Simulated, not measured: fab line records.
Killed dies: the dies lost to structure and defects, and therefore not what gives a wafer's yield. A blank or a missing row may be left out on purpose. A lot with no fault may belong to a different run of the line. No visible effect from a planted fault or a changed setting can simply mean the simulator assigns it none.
A struck lot beside a sound one | flow nand-harc | 14 out of 1302 route steps
Sound: the wafers L908.1, L908.2, L908.6. The struck wafers were L909.3, L909.4, L909.6. At the end, the cause is stated.
Each step with rows lists, per side, the tool, then ch with its chambers, then its first start. Under that, the readings that differ: sound wafers | struck wafers | difference of the means | sigmas: that difference in standard deviations of wafers without a fault.
alike: readings with means less than 2 such deviations apart, plus words and numbers identical on both sides. not compared: withheld readings, readings lacking a value on some wafer, bounds such as >300 that could conceal the same value, and numbers that have no deviation in the record and whose values overlap.
The two part at a step that has a row with sigmas, a row that says differs or no value, or rows on one side only. Numbers that don't overlap but have no deviation are shown without sigmas and don't part them. A reading missing from all wafers of one side parts the sides only when that side holds two or more wafers.

NHARC_THIN_TSV_DEP_43: deposits SiO2, target thk 1328.5 nm.
  sound on pecvd-02 ch 0,1, day 28 16:32; struck on pecvd-04 ch 0,1, day 29 10:59
  alike: throttle-valve-pct
  not compared: since-wet-clean-h
then, 8 steps without rows for these wafers: NHARC_THIN_TSV_DEHYDRATE_04 (time 120 s); NHARC_THIN_TSV_HMDS_05 (time 30 s); NHARC_THIN_TSV_COAT_06; NHARC_THIN_TSV_SOFTBAKE_07 (time 95 s); NHARC_THIN_TSV_EBR_08; NHARC_THIN_TSV_EXPOSE_09 (exposes mask TSV); NHARC_THIN_TSV_PEB_10 (peb time 85 s); NHARC_THIN_TSV_DEVELOP_11 (time 70 s).
NHARC_THIN_TSV_CD_MEAS_12: target cd 1000 nm.
  sound on cd-sem-03 ch 0, day 28 17:12; struck on cd-sem-03 ch 0, day 29 11:47
  alike: cd-nm
then, 1 step without rows for these wafers: NHARC_THIN_TSV_HARDBAKE_13 (time 80 s).
NHARC_THIN_TSV_DESCUM_14: chemistry O2, time 3 s.
  sound on rie-diel-13 ch 1,3, day 28 17:22; struck on rie-diel-02 ch 0,1,3, day 29 11:57
  alike: drypump-motor-current-A, oes-product-au, rf-vpp-V, showerhead-plenum-p-Torr, throttle-valve-pct
  not compared: rf-hours-counter-h
NHARC_THIN_TSV_ETCH_44: etches the open film in CF4/O2, target depth 1594.2 nm, time 797.1 s.
  sound on rie-diel-13 ch 0,1,3, day 28 17:28; struck on rie-diel-02 ch 0,1,2, day 29 12:05
  no value came back on the struck wafers for any of 7 readings (bias-w (W), cf4-flow-sccm (sccm) and others); on the sound wafers bias-w (W) reads 795.2 797.7 798.9
  not compared: rf-hours-counter-h
NHARC_THIN_TSV_ETCH_15: target depth 3000 nm, bosch target overetch cycles 2, bosch etch step 2.8 s.
  sound on rie-si-02 ch 0,1,3, day 28 18:09; struck on rie-si-04 ch 0,1, day 29 12:35
  alike: drypump-motor-current-A
  not compared: rf-hours-counter-h

== WHERE THEY PART ==
Only at NHARC_THIN_TSV_ETCH_44, as far as this record shows. Later steps at which nothing parts them and some readings are alike: NHARC_THIN_TSV_ETCH_15.

WHY: the cause the simulator had injected
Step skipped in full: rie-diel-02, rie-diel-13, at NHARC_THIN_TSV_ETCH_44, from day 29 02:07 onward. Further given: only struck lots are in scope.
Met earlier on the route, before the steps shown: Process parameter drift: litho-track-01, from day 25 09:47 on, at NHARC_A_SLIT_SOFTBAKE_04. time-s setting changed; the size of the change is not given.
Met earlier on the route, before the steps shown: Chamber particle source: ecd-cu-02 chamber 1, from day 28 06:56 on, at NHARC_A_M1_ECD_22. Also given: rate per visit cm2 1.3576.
